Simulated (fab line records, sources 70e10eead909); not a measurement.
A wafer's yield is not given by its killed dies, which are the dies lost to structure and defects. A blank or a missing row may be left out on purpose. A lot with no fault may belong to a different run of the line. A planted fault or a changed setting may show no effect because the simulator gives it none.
The same fault as seen by 2 desks	flow nand-harc	only its own numbers are on each desk; what lay behind them is given at the end

## METROLOGY DESK
What the gauges read for every lot (on any tool): the sampled wafers with a number, averaged. Any lot whose mean is over 4 standard deviations away from the usual mean is out of limits and marked OUT; that distance is given in the brackets.
Columns: A = cd-nm at NHARC_P_GATE_CD_MEAS_26, usual 119.7 nm; B = cd-nm at NHARC_P_GATE_CD_MEAS_33, usual 120.5 nm
lot	first seen here	A	B
L136	day 4 13:29	119.9	120.9
L137	day 4 13:39	119.8	119.5
L139	day 5 04:25	120.7	121.4
L138	day 5 04:35	119.8	120.9
L142	day 6 02:40	118.4	118.3
L143	day 6 14:40	119.4	118.6
L145	day 6 20:49	119.7	118.5
L148	day 8 00:46	119.5	121.7
L147	day 8 01:19	119.9	120.9
L154	day 9 07:16	124.1 (+7.7) OUT	126.5
L156	day 9 17:09	124.6 (+8.7) OUT	127.6
This desk finds L154, L156 out of limits, L154 being first, at day 9 07:16 (cd-nm at NHARC_P_GATE_CD_MEAS_26). Within limits: L136, L137, L139, L138, L142, L143, L145, L148, L147.

## THE TOOL OWNER'S DESK: litho-track-04
The tool's own readings at NHARC_P_GATE_PEB_24 (peb time 65 s): means of the sampled wafers that have a number, for each lot that ran on this tool. Any lot whose mean is over 4 standard deviations away from the usual mean is out of limits and marked OUT; that distance is given in the brackets.
Columns: A = heater-power-total-W at NHARC_P_GATE_PEB_24, usual 156.6 W; B = resist-line-temp-C at NHARC_P_GATE_PEB_24, usual 23.01 C
lot	first seen here	A	B
L139	day 5 04:21	156.5	22.89
L145	day 6 20:44	156.5	22.92
L148	day 8 00:41	156.7	23.17
L147	day 8 01:14	156.3	23.00
L154	day 9 07:11	167.4 (+25) OUT	23.03
L156	day 9 17:04	167.8 (+26) OUT	22.99
This desk finds L154, L156 out of limits, L154 being first, at day 9 07:11 (heater-power-total-W at NHARC_P_GATE_PEB_24). Within limits: L139, L145, L148, L147.

## ALL TOGETHER
At day 9 07:11, on L154, L156, the tool owner's desk was in a position to raise an alarm.
The metrology desk could have raised an alarm at day 9 07:16, on L154, L156.
NHARC_P_GATE_PEB_24 was run on litho-track-04 by each of the lots named.

## WHAT WAS PUT IN BY THE SIMULATOR
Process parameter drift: litho-track-04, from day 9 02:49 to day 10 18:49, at NHARC_P_GATE_PEB_24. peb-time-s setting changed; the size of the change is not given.
Shown lots that were struck: L154, L156.
Time in hours from fault onset to the first out-of-limits reading at each desk: tool owner's desk 4, metrology desk 4.
